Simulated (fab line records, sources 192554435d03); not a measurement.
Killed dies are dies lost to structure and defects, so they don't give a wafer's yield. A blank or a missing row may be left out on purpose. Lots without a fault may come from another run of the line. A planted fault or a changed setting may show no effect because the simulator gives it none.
Chamber matching | flow n5_finfet | N5_BEOL_M10_DESCUM_16 on rie_diel-05: 4 sister chambers
The step chemistry O2, time 7.9 s. 22 wafers are shown with their chamber, then 11 later ones without.

WAFERS WITH THEIR CHAMBER
wafer  | chamber | drypump_motor_current_A (A) | throttle_valve_pct (%) | oes_product_au (a.u.)
L076.2 | 2       | 6.6                         | 20.85                  | 0.71
L076.3 | 0       | 5.1                         | 20.35                  | 0.84
L076.6 | 0       | 5.1                         | 20.32                  | 0.84
L078.2 | 0       | 5.1                         | 20.34                  | 0.85
L078.3 | 2       | 6.7                         | 20.87                  | 0.72
L078.4 | 3       | 5.0                         | 20.25                  | 0.92
L080.1 | 3       | 4.9                         | 20.23                  | 0.90
L080.2 | 0       | 5.1                         | 20.35                  | 0.84
L080.3 | 2       | 6.7                         | 20.87                  | 0.71
L080.4 | 1       | 5.8                         | 20.61                  | 0.83
L080.5 | 1       | 5.8                         | 20.59                  | 0.83
L080.6 | 2       | 6.7                         | 20.85                  | 0.71
L083.1 | 3       | 5.0                         | 20.28                  | 0.89
L083.4 | 2       | 6.8                         | 20.88                  | 0.70
L083.5 | 3       | 5.0                         | 20.27                  | 0.89
L084.2 | 3       | 4.9                         | 20.26                  | 0.89
L084.3 | 1       | 5.8                         | 20.59                  | 0.82
L084.6 | 2       | 6.7                         | 20.87                  | 0.70
L089.1 | 1       | 5.8                         | 20.62                  | 0.81
L089.2 | 2       | 6.7                         | 20.89                  | 0.69
L089.3 | 3       | 5.0                         | 20.27                  | 0.88
L093.1 | 2       | 6.7                         | 20.90                  | 0.69

SIGNATURES (means of the wafers above)
reading                 | chamber 0 | chamber 1 | chamber 2 | chamber 3 | scatter within a chamber
drypump_motor_current_A | 5.100     | 5.800     | 6.700     | 4.967     | 0.043
throttle_valve_pct      | 20.3400   | 20.6025   | 20.8725   | 20.2600   | 0.0167
oes_product_au          | 0.8425    | 0.8225    | 0.7037    | 0.8950    | 0.0108
Rule: a wafer's distance from a chamber is the root of the sum, over the readings, of the square of ((its reading less the chamber's mean) divided by the reading's scatter). The wafer belongs to the nearest chamber; if the next one is less than 2 further off, it can't be placed. The scatter: the root of (the sum of the squares of (reading less its chamber's mean) over the shown wafers, divided by (wafers less chambers)).

WAFERS WITHOUT THEIR CHAMBER
wafer  | drypump_motor_current_A (A) | throttle_valve_pct (%) | oes_product_au (a.u.)
L093.2 | 5.8                         | 20.64                  | 0.81
L093.3 | 4.9                         | 20.31                  | 0.86
L093.4 | 5.1                         | 20.38                  | 0.81
L093.5 | 5.1                         | 20.40                  | 0.81
L093.6 | 5.0                         | 20.30                  | 0.85
L095.1 | 6.7                         | 20.90                  | 0.68
L095.2 | 5.8                         | 20.64                  | 0.80
L095.3 | 5.1                         | 20.39                  | 0.81
L095.4 | 5.8                         | 20.64                  | 0.80
L095.5 | 6.7                         | 20.93                  | 0.69
L095.6 | 5.1                         | 20.40                  | 0.81

WHICH CHAMBER EACH WENT THROUGH
wafer  | from the rows above     | in truth
L093.2 | 1                       | 1
L093.3 | can't be placed: 3 or 0 | 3
L093.4 | 0                       | 0
L093.5 | 0                       | 0
L093.6 | can't be placed: 0 or 3 | 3
L095.1 | 2                       | 2
L095.2 | 1                       | 1
L095.3 | 0                       | 0
L095.4 | 1                       | 1
L095.5 | 2                       | 2
L095.6 | 0                       | 0
Placed correctly: 9 of 11. Can't be placed from these rows: 2 (the true chamber is among the candidates in 2). Placed wrongly: 0.
